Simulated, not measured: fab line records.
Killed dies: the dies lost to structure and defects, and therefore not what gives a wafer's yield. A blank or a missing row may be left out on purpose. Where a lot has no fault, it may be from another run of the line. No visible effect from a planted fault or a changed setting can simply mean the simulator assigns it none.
Chamber matching ; flow n5Finfet ; N5_BEOL_M6_CMP_52 on cmp-03 has 4 sister chambers
The step polishes, stops on SiCOH lowk, t overpolish 6.9 s, target thk 80 nm. 16 wafers are shown with their chamber, then 8 later ones without.

EACH WAFER AND ITS CHAMBER
wafer;chamber;motorCurrentA (A);timeToEndpointS (s);barrierFieldEndpointS (s)
L075.2;0;6.0;71;29.4
L075.4;2;6.4;58;28.2
L075.6;1;6.0;65;28.9
L076.1;1;5.8;62;27.4
L076.4;2;6.3;56;27.4
L076.5;0;6.3;66;29.3
L077.1;1;5.9;62;28.2
L077.4;0;6.3;70;31.1
L077.6;3;6.6;59;28.3
L080.1;2;6.3;52;27.4
L080.3;3;6.6;60;28.4
L080.6;0;6.2;65;30.3
L085.1;0;6.3;71;30.5
L085.2;3;6.6;60;27.6
L085.5;2;6.2;58;27.8
L091.1;1;5.6;63;28.8

SIGNATURES, as means of the wafers listed above
reading;chamber 0;chamber 1;chamber 2;chamber 3;scatter within a chamber
motorCurrentA;6.220;5.825;6.300;6.600;0.121
timeToEndpointS;68.60;63.00;56.00;59.67;2.31
barrierFieldEndpointS;30.120;28.325;27.700;28.100;0.617
Rule: a wafer's distance from a chamber is the root of the sum, over the readings, of the square of ((its reading less the chamber's mean) divided by the reading's scatter). If the next closest chamber is less than 2 further off than the closest, the wafer can't be placed; otherwise it belongs to the closest. How the scatter is found: for the shown wafers, subtract from each reading the mean of its chamber, square and add these, divide the total by (wafers less chambers), then take the root.

WAFERS WHOSE CHAMBER IS MISSING
wafer;motorCurrentA (A);timeToEndpointS (s);barrierFieldEndpointS (s)
L091.5;6.8;61;28.5
L091.6;6.6;63;28.3
L095.3;6.3;54;27.2
L095.5;6.6;55;28.0
L095.6;6.1;58;28.6
L097.1;6.4;59;28.2
L097.5;6.7;60;28.4
L097.6;6.4;54;27.9

WHICH CHAMBER EACH ONE RAN IN
wafer;from the rows above;in truth
L091.5;3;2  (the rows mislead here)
L091.6;3;3
L095.3;2;2
L095.5;can't be placed: 3 or 2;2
L095.6;can't be placed: 2 or 1 or 3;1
L097.1;can't be placed: 3 or 2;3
L097.5;3;3
L097.6;can't be placed: 2 or 3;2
Correct placement for 3 of the 8. From these rows, 4 cannot be placed; in 4 the true chamber is one of the candidates. Placed wrongly: 1.
